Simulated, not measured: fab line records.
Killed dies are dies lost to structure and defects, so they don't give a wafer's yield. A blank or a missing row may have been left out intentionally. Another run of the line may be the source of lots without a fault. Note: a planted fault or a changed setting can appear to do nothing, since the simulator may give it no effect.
Comparing a struck lot with a sound one :: flow nand_harc :: 16 out of 1302 route steps
Sound: wafers L448.3, L448.4, L448.6. Struck: wafer L443.3 (L443.1, L443.6, from the same lot, were not struck and are left out); the cause is given at the end.
Per side, at each step with rows, come the tool, then ch with its chambers, and then its first start. Under that, the readings that differ: sound wafers :: struck wafers :: difference of the means :: sigmas: that difference in standard deviations of wafers without a fault.
alike: readings with means less than 2 such deviations apart, plus words and numbers identical on both sides. not compared: withheld readings, readings lacking a value on some wafer, bounds such as >300 that could conceal the same value, and numbers that have no deviation in the record and whose values overlap.
Wherever a step has rows on one side only, a row that says differs or no value, or a row with sigmas, the two part there. Numbers that have no deviation but don't overlap get no sigmas and don't part them. A reading missing from all wafers of one side parts the sides only when that side holds two or more wafers.

NHARC_A_ONON_D2_THK_MEAS_02: measures by ellipsometry.
  struck on film_metro-01, day 17 08:19; sound on film_metro-01, day 20 10:03
  alike: thk_nm
following that, 1 step holds no rows for these wafers, namely NHARC_A_ONON_D2_DEP_03 (target thickness 1000 nm).
NHARC_A_ONON_D2_THK_MEAS_05: measures by ellipsometry.
  struck on film_metro-02, day 17 08:53; sound on film_metro-02, day 20 10:37
reading: thk_nm (nm)
sound: 976 977 976
struck: 994
difference: +18
sigmas: +2
following that, 1 step holds no rows for these wafers, namely NHARC_A_ONON_D2_DEP_06 (target thickness 1000 nm).
NHARC_A_ONON_D2_THK_MEAS_08: measures by ellipsometry.
  struck on film_metro-01, day 17 09:27; sound on film_metro-01, day 20 11:11
  alike: thk_nm
following that, 1 step holds no rows for these wafers, namely NHARC_A_ONON_D2_DEP_09 (target thickness 1000 nm).
NHARC_A_ONON_D2_THK_MEAS_11: measures by ellipsometry.
  struck on film_metro-02, day 17 10:01; sound on film_metro-02, day 20 11:44
reading: thk_nm (nm)
sound: 993 993 992
struck: 1012
difference: +19
sigmas: +2
following that, 1 step holds no rows for these wafers, namely NHARC_A_ONON_D2_DEP_12 (target thickness 1000 nm).
NHARC_A_ONON_D2_THK_MEAS_14: measures by ellipsometry.
  struck on film_metro-02, day 17 10:35; sound on film_metro-01, day 20 12:19
  alike: thk_nm
then, 2 steps without rows for these wafers: NHARC_A_ONON_D2_ANNEAL_15 (time 3600 s); NHARC_A_ONON_D2_DEP_16 (target thk 1000 nm).
NHARC_A_ONON_D2_THK_MEAS_18: measures by ellipsometry.
  struck on film_metro-02, day 17 15:21; sound on film_metro-02, day 20 19:44
reading: thk_nm (nm)
sound: 1009 1009 1009
struck: 991
difference: -18
sigmas: -2
NHARC_A_ONON_D2_DEP_19: target thk 1000 nm.
  sound on pecvd_onon-02 ch 0, day 20 19:54; struck on pecvd_onon-03 ch 0, day 17 15:25
NHARC_A_ONON_D2_THK_MEAS_21: measures by ellipsometry.
  struck on film_metro-02, day 17 15:55; sound on film_metro-02, day 20 20:18
reading: thk_nm (nm)
sound: 1013 1012 1014
struck: 691
difference: -322
sigmas: -29
following that, 1 step holds no rows for these wafers, namely NHARC_A_ONON_D2_DEP_22 (target thickness 1000 nm).
-- break in the record here, with 12 days between the starts of the struck wafers on either side (left off in module A_ONON_D2, picked up again in module END, where the first step shown is number 1302 on the route) --
NHARC_END_SORT_01:
  at this point the record logs the struck wafers (prober-02 ch 0, day 29 04:11) and has no rows for the sound ones

== WHERE THEY PART ==
First at NHARC_A_ONON_D2_THK_MEAS_05; last, within this record, at NHARC_END_SORT_01.

WHY: the cause the simulator had injected
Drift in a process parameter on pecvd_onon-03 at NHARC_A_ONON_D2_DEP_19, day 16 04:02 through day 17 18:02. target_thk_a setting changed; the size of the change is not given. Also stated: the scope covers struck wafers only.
